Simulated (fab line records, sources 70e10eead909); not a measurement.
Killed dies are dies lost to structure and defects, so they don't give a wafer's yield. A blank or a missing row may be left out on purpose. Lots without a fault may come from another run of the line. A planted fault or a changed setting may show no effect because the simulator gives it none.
Chamber matching | flow nand_harc | NHARC_A_WL_FILL_ALD_10 on ald_hk-04: 4 sister chambers
The step deposits SiO2, target thk 50 nm, pulse time 10 s, ald cycles 500. 4 wafers are shown with their chamber, then 8 later ones without.

WAFERS WITH THEIR CHAMBER
wafer  | chamber | precursor_pulse_height_rel
L093.1 | 3       | 0.991
L093.2 | 2       | 0.996
L093.3 | 1       | 1.001
L093.4 | 0       | 1.016

WAFERS WITHOUT THEIR CHAMBER
wafer  | precursor_pulse_height_rel
L093.5 | 0.963
L093.6 | 1.016
L097.1 | 0.992
L097.2 | 0.997
L097.3 | 0.973
L097.4 | 0.981
L097.5 | 1.032
L097.6 | 0.994

WHICH CHAMBER EACH WENT THROUGH
wafer  | from the rows above               | in truth
L093.5 | can't be placed: 3 or 2 or 1 or 0 | 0
L093.6 | can't be placed: 0 or 1 or 2 or 3 | 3
L097.1 | can't be placed: 3 or 2 or 1 or 0 | 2
L097.2 | can't be placed: 2 or 1 or 3 or 0 | 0
L097.3 | can't be placed: 3 or 2 or 1 or 0 | 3
L097.4 | can't be placed: 3 or 2 or 1 or 0 | 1
L097.5 | can't be placed: 0 or 1 or 2 or 3 | 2
L097.6 | can't be placed: 2 or 3 or 1 or 0 | 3
Placed correctly: 0 of 8. Can't be placed from these rows: 8 (the true chamber is among the candidates in 8). Placed wrongly: 0.
How it was worked out, from the rows above alone: a wafer's distance from a chamber is the root of the sum, over the readings, of the square of ((its reading less the chamber's mean) divided by the reading's scatter). The wafer belongs to the nearest chamber; if the next one is less than 2 further off, it can't be placed. A chamber's mean is the mean of its shown wafers. The scatter: with one shown wafer a chamber, the root of the mean of the squares of how far each hidden wafer lies from its nearest shown one.
